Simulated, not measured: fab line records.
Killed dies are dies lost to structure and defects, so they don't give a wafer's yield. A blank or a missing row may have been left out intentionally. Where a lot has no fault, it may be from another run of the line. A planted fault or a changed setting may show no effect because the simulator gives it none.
What tool caused it?    flow nand_harc    Sampling: 23 lots, 69 wafers, 6 of 1159 route steps

## WHAT EACH GAUGE READ, for each wafer
No reading from a measuring or inspecting step in the record can be judged against a usual standard deviation.

## WHICH TOOL RAN EACH LOT (tool, then ch and the chambers of the sampled wafers, then the start)
lot   NHARC_A_STAIRCASE_STRIP_205           NHARC_A_STAIRCASE_TRIM_235                     NHARC_A_STAIRCASE_DESCUM_291        NHARC_A_STAIRCASE_ETCH_294                     NHARC_A_STAIRCASE_ETCH_453                     NHARC_A_STAIRCASE_CMP_152
L076  plasma_asher-01 ch 0,1, day 11 14:01  rie_diel-13 ch 0,1,2, day 11 23:14 or earlier  rie_diel-05 ch 0,2,3, day 11 23:14  rie_diel-05 ch 1,2, day 13 23:48 or earlier    rie_diel-13 ch 1,2,3, day 13 23:48 or earlier  cmp-03 ch 0,1,3, day 13 23:48
L078  plasma_asher-02 ch 0,1, day 11 19:10  rie_diel-07 ch 0,2,3, day 12 07:04 or earlier  rie_diel-07 ch 0,3, day 12 07:04    rie_diel-07 ch 0,2,3, day 14 10:29 or earlier  rie_diel-05 ch 1,2,3, day 14 10:29 or earlier  cmp-03 ch 2,3, day 14 10:29
L077  plasma_asher-02 ch 0,1, day 11 21:36  rie_diel-13 ch 0,1,2, day 12 07:37 or earlier  rie_diel-13 ch 1,2,3, day 12 07:37  rie_diel-13 ch 1,3, day 14 10:44 or earlier    rie_diel-07 ch 2,3, day 14 10:44 or earlier    cmp-03 ch 0,2,3, day 14 10:44
L075  plasma_asher-01 ch 0, day 11 22:32    rie_diel-07 ch 0,2, day 12 08:47 or earlier    rie_diel-05 ch 0,1,3, day 12 08:47  rie_diel-05 ch 2,3, day 14 10:11 or earlier    rie_diel-07 ch 0,1,3, day 14 10:11 or earlier  cmp-04 ch 0,1,2, day 14 10:11
L079  plasma_asher-01 ch 0,1, day 12 06:43  rie_diel-13 ch 1,2,3, day 12 17:25 or earlier  rie_diel-07 ch 0,1,3, day 12 17:25  rie_diel-07 ch 0,2, day 14 19:37 or earlier    rie_diel-07 ch 0,1,2, day 14 19:37 or earlier  cmp-04 ch 0,3, day 14 19:37
L082  plasma_asher-02 ch 0,1, day 13 04:22  rie_diel-13 ch 0,1, day 13 17:01 or earlier    rie_diel-13 ch 0,1, day 13 17:01    rie_diel-13 ch 1,3, day 15 19:53 or earlier    rie_diel-13 ch 1,2, day 15 19:53 or earlier    cmp-04 ch 0,1,2, day 15 19:53
L084  plasma_asher-02 ch 0,1, day 13 05:07  rie_diel-05 ch 1,2,3, day 13 19:01 or earlier  rie_diel-13 ch 1,2,3, day 13 19:01  rie_diel-13 ch 1,2,3, day 15 20:11 or earlier  rie_diel-07 ch 0,1,2, day 15 20:11 or earlier  cmp-04 ch 0,1,2, day 15 20:11
L081  plasma_asher-02 ch 0,1, day 13 09:50  rie_diel-13 ch 0,1,3, day 13 19:29 or earlier  rie_diel-05 ch 0,1,3, day 13 19:29  rie_diel-05 ch 0,1,3, day 15 23:58 or earlier  rie_diel-13 ch 0,3, day 15 23:58 or earlier    cmp-03 ch 2,3, day 15 23:58
L080  plasma_asher-02 ch 0,1, day 13 12:49  rie_diel-13 ch 0,2, day 13 21:36 or earlier    rie_diel-07 ch 0,1, day 13 21:36    rie_diel-07 ch 0,2,3, day 16 00:16 or earlier  rie_diel-07 ch 0,2,3, day 16 00:16 or earlier  cmp-04 ch 0,1, day 16 00:16
L083  plasma_asher-02 ch 0,1, day 13 15:18  rie_diel-07 ch 0,1,2, day 14 01:23 or earlier  rie_diel-13 ch 1,2,3, day 14 01:23  rie_diel-13 ch 0,2, day 16 00:23 or earlier    rie_diel-05 ch 1,2,3, day 16 00:23 or earlier  cmp-03 ch 0,1,3, day 16 00:23
L087  plasma_asher-02 ch 0,1, day 14 10:09  rie_diel-13 ch 2,3, day 14 19:10 or earlier    rie_diel-07 ch 0,1,3, day 14 19:10  rie_diel-07 ch 0,1,2, day 17 03:01 or earlier  rie_diel-13 ch 1,3, day 17 03:01 or earlier    cmp-04 ch 0,2, day 17 03:01
L086  plasma_asher-01 ch 0,1, day 14 10:24  rie_diel-05 ch 1,2,3, day 14 20:36 or earlier  rie_diel-07 ch 0,2,3, day 14 20:36  rie_diel-07 ch 2,3, day 17 06:20 or earlier    rie_diel-13 ch 0,2,3, day 17 06:20 or earlier  cmp-03 ch 0,1,3, day 17 06:20
L088  plasma_asher-01 ch 0,1, day 14 15:12  rie_diel-13 ch 0,2,3, day 15 06:13 or earlier  rie_diel-07 ch 0,2,3, day 15 06:13  rie_diel-07 ch 1,2,3, day 17 04:25 or earlier  rie_diel-13 ch 0,2,3, day 17 04:25 or earlier  cmp-03 ch 0,1,2, day 17 04:25
L085  plasma_asher-02 ch 0,1, day 14 15:34  rie_diel-07 ch 0,2,3, day 15 07:31 or earlier  rie_diel-13 ch 0,2,3, day 15 07:31  rie_diel-13 ch 0,1,2, day 17 06:01 or earlier  rie_diel-13 ch 0,1,2, day 17 06:01 or earlier  cmp-04 ch 0,2,3, day 17 06:01
L089  plasma_asher-01 ch 0,1, day 14 23:49  rie_diel-07 ch 0,2,3, day 15 09:24 or earlier  rie_diel-13 ch 0,2, day 15 09:24    rie_diel-13 ch 0,3, day 17 05:53 or earlier    rie_diel-05 ch 2,3, day 17 05:53 or earlier    cmp-04 ch 1,3, day 17 05:53
L091  plasma_asher-02 ch 0,1, day 15 00:20  rie_diel-13 ch 1,2,3, day 15 10:22 or earlier  rie_diel-07 ch 1,2,3, day 15 10:22  rie_diel-07 ch 0,3, day 17 16:53 or earlier    rie_diel-13 ch 0,1,2, day 17 16:53 or earlier  cmp-03 ch 2,3, day 17 16:53
L090  plasma_asher-01 ch 0,1, day 15 00:35  rie_diel-05 ch 2,3, day 15 11:00 or earlier    rie_diel-13 ch 0,1,2, day 15 11:00  rie_diel-13 ch 1,2, day 17 16:40 or earlier    rie_diel-07 ch 0,1,3, day 17 16:40 or earlier  cmp-03 ch 0,1,3, day 17 16:40
L092  plasma_asher-02 ch 0,1, day 15 13:56  rie_diel-07 ch 0,1,2, day 16 01:00 or earlier  rie_diel-07 ch 0,3, day 16 01:00    rie_diel-07 ch 0,1,3, day 18 05:08 or earlier  rie_diel-13 ch 2,3, day 18 05:08 or earlier    cmp-03 ch 0,2, day 18 05:08
L093  plasma_asher-02 ch 0,1, day 15 14:49  rie_diel-05 ch 0,1,2, day 16 02:58 or earlier  rie_diel-05 ch 1,2,3, day 16 02:58  rie_diel-05 ch 1,2,3, day 18 04:53 or earlier  rie_diel-13 ch 1,2,3, day 18 04:53 or earlier  cmp-03 ch 0,1,2, day 18 04:53
L094  plasma_asher-01 ch 0,1, day 16 01:38  rie_diel-13 ch 0,1, day 16 11:28 or earlier    rie_diel-05 ch 0,1,2, day 16 11:28  rie_diel-05 ch 2,3, day 18 15:14 or earlier    rie_diel-13 ch 0,1,3, day 18 15:14 or earlier  cmp-04 ch 0,3, day 18 15:14
L095  plasma_asher-01 ch 0,1, day 16 02:20  rie_diel-07 ch 0,1,3, day 16 14:25 or earlier  rie_diel-13 ch 0,1,2, day 16 14:25  rie_diel-13 ch 0,1,2, day 18 14:56 or earlier  rie_diel-13 ch 0,3, day 18 14:56 or earlier    cmp-03 ch 1,2,3, day 18 14:56
L096  plasma_asher-02 ch 0,1, day 16 21:22  rie_diel-07 ch 0,1,2, day 17 10:40 or earlier  rie_diel-05 ch 0,1,2, day 17 10:40  rie_diel-05 ch 1,3, day 19 14:37 or earlier    rie_diel-13 ch 0,2,3, day 19 14:37 or earlier  cmp-02 ch 0,1, day 19 14:37
L097  plasma_asher-02 ch 0,1, day 16 22:23  rie_diel-13 ch 1,2, day 17 08:50 or earlier    rie_diel-05 ch 1,3, day 17 08:50    rie_diel-05 ch 2,3, day 19 14:55 or earlier    rie_diel-13 ch 1,2,3, day 19 14:55 or earlier  cmp-04 ch 0,1, day 19 14:55
- NHARC_A_STAIRCASE_STRIP_205: strips in O2.
- NHARC_A_STAIRCASE_TRIM_235: chemistry O2, time 211.2 s.
- NHARC_A_STAIRCASE_DESCUM_291: chemistry O2, time 3 s.
- NHARC_A_STAIRCASE_ETCH_294: etches the open film in C4F8/O2/Ar, target depth 4992 nm, time 1212.4 s.
- NHARC_A_STAIRCASE_ETCH_453: etches the open film in CF4/O2, target depth 30 nm, overetch 3 nm, time 16.5 s.
- NHARC_A_STAIRCASE_CMP_152: polishes.

## WHAT THE TOOLS THEMSELVES READ (means of the sampled wafers that have a number; where no wafer has one, the mark that the record gives instead)
NHARC_A_STAIRCASE_STRIP_205.
lot   tool             drypump_motor_current_A (A)  heater_power_w (W)
L076  plasma_asher-01  5.52                         313
L078  plasma_asher-02  5.78                         301
L077  plasma_asher-02  5.76                         304
L075  plasma_asher-01  5.19                         308
L079  plasma_asher-01  5.51                         320
L082  plasma_asher-02  5.76                         302
L084  plasma_asher-02  5.86                         295
L081  plasma_asher-02  5.77                         295
L080  plasma_asher-02  5.77                         304
L083  plasma_asher-02  5.78                         299
L087  plasma_asher-02  5.86                         296
L086  plasma_asher-01  5.52                         320
L088  plasma_asher-01  5.34                         314
L085  plasma_asher-02  5.76                         302
L089  plasma_asher-01  5.51                         319
L091  plasma_asher-02  5.79                         295
L090  plasma_asher-01  5.33                         318
L092  plasma_asher-02  5.78                         304
L093  plasma_asher-02  5.79                         305
L094  plasma_asher-01  5.34                         317
L095  plasma_asher-01  5.54                         315
L096  plasma_asher-02  5.87                         289
L097  plasma_asher-02  5.87                         295

NHARC_A_STAIRCASE_TRIM_235.
lot   tool         drypump_motor_current_A (A)  mfc_ar_sccm (sccm)  oes_product_au (a.u.)  rf_vpp_V (V)  showerhead_plenum_p_Torr (Torr)  throttle_valve_pct (%)
L076  rie_diel-13  6.0                          0.007               1.006                  57.3          3.46                             17.041
L078  rie_diel-07  5.6                          0.000               1.001                  58.4          3.62                             17.036
L077  rie_diel-13  6.0                          0.007               1.001                  57.6          3.45                             17.042
L075  rie_diel-07  6.1                          0.000               0.999                  58.1          3.59                             17.033
L079  rie_diel-13  5.7                          0.006               1.002                  57.7          3.53                             17.035
L082  rie_diel-13  6.2                          0.005               0.997                  58.8          3.64                             17.038
L084  rie_diel-05  6.0                          0.000               0.996                  58.6          3.61                             17.028
L081  rie_diel-13  5.8                          0.004               0.997                  58.3          3.54                             17.039
L080  rie_diel-13  6.2                          0.005               0.992                  58.0          3.79                             17.032
L083  rie_diel-07  5.5                          0.000               1.002                  58.0          3.62                             17.042
L087  rie_diel-13  5.4                          0.003               0.988                  57.3          3.57                             17.029
L086  rie_diel-05  6.0                          0.000               0.995                  59.2          3.60                             17.034
L088  rie_diel-13  5.8                          0.004               0.997                  57.6          3.68                             17.031
L085  rie_diel-07  5.6                          0.000               0.997                  57.2          3.60                             17.041
L089  rie_diel-07  5.6                          0.000               1.005                  57.3          3.60                             17.034
L091  rie_diel-13  5.6                          0.006               0.996                  58.0          3.52                             17.046
L090  rie_diel-05  6.3                          0.000               0.999                  58.1          3.49                             17.032
L092  rie_diel-07  5.5                          0.000               0.995                  58.6          3.61                             17.040
L093  rie_diel-05  6.0                          0.002               0.994                  58.3          3.61                             17.037
L094  rie_diel-13  6.1                          0.006               0.998                  57.7          3.48                             17.034
L095  rie_diel-07  5.0                          0.000               0.985                  57.9          3.63                             17.034
L096  rie_diel-07  5.5                          0.000               1.001                  58.4          3.61                             17.032
L097  rie_diel-13  5.9                          0.008               0.992                  57.6          3.46                             17.035

NHARC_A_STAIRCASE_DESCUM_291.
lot   tool         drypump_motor_current_A (A)  mfc_ar_sccm (sccm)  oes_product_au (a.u.)  rf_vpp_V (V)  showerhead_plenum_p_Torr (Torr)  throttle_valve_pct (%)
L076  rie_diel-05  6.3                          0.002               0.992                  57.4          1.91                             11.311
L078  rie_diel-07  5.1                          0.000               0.992                  58.4          2.02                             11.316
L077  rie_diel-13  5.6                          0.006               1.012                  57.7          1.92                             11.313
L075  rie_diel-05  5.9                          0.002               0.987                  57.8          1.94                             11.308
L079  rie_diel-07  5.0                          0.000               0.995                  58.4          1.98                             11.311
L082  rie_diel-13  6.1                          0.006               0.992                  57.6          1.89                             11.313
L084  rie_diel-13  5.7                          0.006               1.002                  57.2          1.91                             11.318
L081  rie_diel-05  5.9                          0.002               0.988                  58.0          1.94                             11.313
L080  rie_diel-07  5.0                          0.000               0.992                  58.6          1.99                             11.312
L083  rie_diel-13  5.6                          0.006               0.998                  58.2          1.91                             11.318
L087  rie_diel-07  5.0                          0.000               0.985                  57.8          1.98                             11.304
L086  rie_diel-07  5.6                          0.000               1.001                  57.8          1.96                             11.314
L088  rie_diel-07  5.6                          0.000               0.993                  57.5          1.96                             11.309
L085  rie_diel-13  5.8                          0.004               0.996                  57.7          2.00                             11.309
L089  rie_diel-13  6.0                          0.007               0.993                  57.8          2.06                             11.314
L091  rie_diel-07  5.5                          0.000               0.995                  57.9          1.91                             11.316
L090  rie_diel-13  6.0                          0.007               0.998                  58.0          1.97                             11.311
L092  rie_diel-07  5.1                          0.000               0.996                  58.4          1.97                             11.315
L093  rie_diel-05  5.9                          0.000               0.999                  57.7          1.95                             11.309
L094  rie_diel-05  5.9                          0.002               0.989                  57.6          1.96                             11.304
L095  rie_diel-13  6.0                          0.007               0.992                  57.7          1.97                             11.311
L096  rie_diel-05  5.9                          0.002               0.992                  58.2          1.96                             11.315
L097  rie_diel-05  6.0                          0.000               0.990                  57.7          1.92                             11.299

NHARC_A_STAIRCASE_ETCH_294.
lot   tool         oes_product_au (a.u.)  rf_vpp_V (V)
L076  rie_diel-05  0.943                  1842
L078  rie_diel-07  0.937                  1834
L077  rie_diel-13  0.935                  1815
L075  rie_diel-05  0.933                  1830
L079  rie_diel-07  0.944                  1839
L082  rie_diel-13  0.944                  1815
L084  rie_diel-13  0.943                  1827
L081  rie_diel-05  0.936                  1830
L080  rie_diel-07  0.946                  1834
L083  rie_diel-13  0.927                  1846
L087  rie_diel-07  0.923                  1834
L086  rie_diel-07  0.939                  1828
L088  rie_diel-07  0.934                  1827
L085  rie_diel-13  0.919                  1833
L089  rie_diel-13  0.926                  1830
L091  rie_diel-07  0.915                  1835
L090  rie_diel-13  0.949                  1832
L092  rie_diel-07  0.918                  1834
L093  rie_diel-05  0.950                  1832
L094  rie_diel-05  0.940                  1824
L095  rie_diel-13  0.935                  1833
L096  rie_diel-05  0.930                  1828
L097  rie_diel-05  0.941                  1827

NHARC_A_STAIRCASE_ETCH_453.
lot   tool         cf4_flow_sccm (sccm)  drypump_motor_current_A (A)  mfc_ar_sccm (sccm)  oes_product_au (a.u.)  rf_vpp_V (V)  showerhead_plenum_p_Torr (Torr)  throttle_valve_pct (%)
L076  rie_diel-13  80.23                 5.7                          0.006               1.005                  197.9         1.34                             13.390
L078  rie_diel-05  80.05                 6.0                          0.000               0.998                  198.7         1.37                             13.402
L077  rie_diel-07  79.98                 6.1                          0.000               1.007                  198.1         1.33                             13.404
L075  rie_diel-07  80.04                 5.0                          0.000               0.994                  198.1         1.38                             13.394
L079  rie_diel-07  79.92                 5.5                          0.000               0.996                  198.6         1.37                             13.407
L082  rie_diel-13  80.06                 5.8                          0.009               0.996                  198.1         1.37                             13.401
L084  rie_diel-07  80.05                 5.5                          0.000               0.991                  198.5         1.37                             13.405
L081  rie_diel-13  80.03                 5.9                          0.002               0.998                  198.9         1.40                             13.401
L080  rie_diel-07  80.10                 5.6                          0.000               1.001                  199.3         1.37                             13.400
L083  rie_diel-05  80.00                 5.9                          0.000               1.000                  198.4         1.36                             13.396
L087  rie_diel-13  80.03                 5.7                          0.005               1.001                  196.6         1.27                             13.397
L086  rie_diel-13  79.87                 5.8                          0.004               1.001                  198.7         1.39                             13.399
L088  rie_diel-13  79.81                 5.8                          0.004               0.992                  199.3         1.39                             13.390
L085  rie_diel-13  80.13                 6.0                          0.007               0.992                  198.4         1.37                             13.395
L089  rie_diel-05  80.13                 6.3                          0.000               1.013                  198.2         1.34                             13.401
L091  rie_diel-13  79.94                 6.0                          0.007               0.994                  198.0         1.37                             13.391
L090  rie_diel-07  79.98                 5.0                          0.000               0.994                  198.4         1.38                             13.392
L092  rie_diel-13  79.97                 5.4                          0.003               0.999                  197.8         1.35                             13.394
L093  rie_diel-13  80.18                 5.7                          0.006               0.991                  197.2         1.33                             13.395
L094  rie_diel-13  80.04                 5.8                          0.004               0.996                  196.9         1.33                             13.405
L095  rie_diel-13  79.95                 5.9                          0.002               0.994                  198.9         1.40                             13.397
L096  rie_diel-13  79.97                 5.8                          0.004               0.991                  198.7         1.39                             13.397
L097  rie_diel-13  80.02                 5.7                          0.006               0.993                  197.0         1.33                             13.396

NHARC_A_STAIRCASE_CMP_152.
lot   tool    motor_current_A (A)
L076  cmp-03  12.8
L078  cmp-03  12.5
L077  cmp-03  12.2
L075  cmp-04  12.1
L079  cmp-04  11.6
L082  cmp-04  12.1
L084  cmp-04  11.9
L081  cmp-03  13.3
L080  cmp-04  11.9
L083  cmp-03  13.1
L087  cmp-04  13.2
L086  cmp-03  12.8
L088  cmp-03  13.4
L085  cmp-04  11.8
L089  cmp-04  10.4
L091  cmp-03  13.3
L090  cmp-03  13.1
L092  cmp-03  12.6
L093  cmp-03  13.3
L094  cmp-04  12.6
L095  cmp-03  13.3
L096  cmp-02  11.4
L097  cmp-04  12.0

## THE ANSWER, worked out from the rows above alone
Rule: the usual values come from the lots themselves. The widest of any qualifying gaps counts: lots, ordered by their means at a reading, are off when they make up no more than a third of the lots, leave a main group of 4 or more, and stand apart from it by 3 or more times the standard deviation of that group's means. Not used: any main group whose means are identical at the precision the tables above print for the reading. A lot without any number at a reading at which 4 lots or more have one is off too. Any other lot the step has rows for is counted as sound. First the gauges in route order, then the tools' own readings, where a lot's mean is used as printed above. The first step at which some lot is off is used, and at that step the reading that is off furthest; a lot without a number counts as furthest.
Across all readings shown, no lot is off: no conclusion can be drawn from this.

## WHAT THE SIMULATOR PUT IN
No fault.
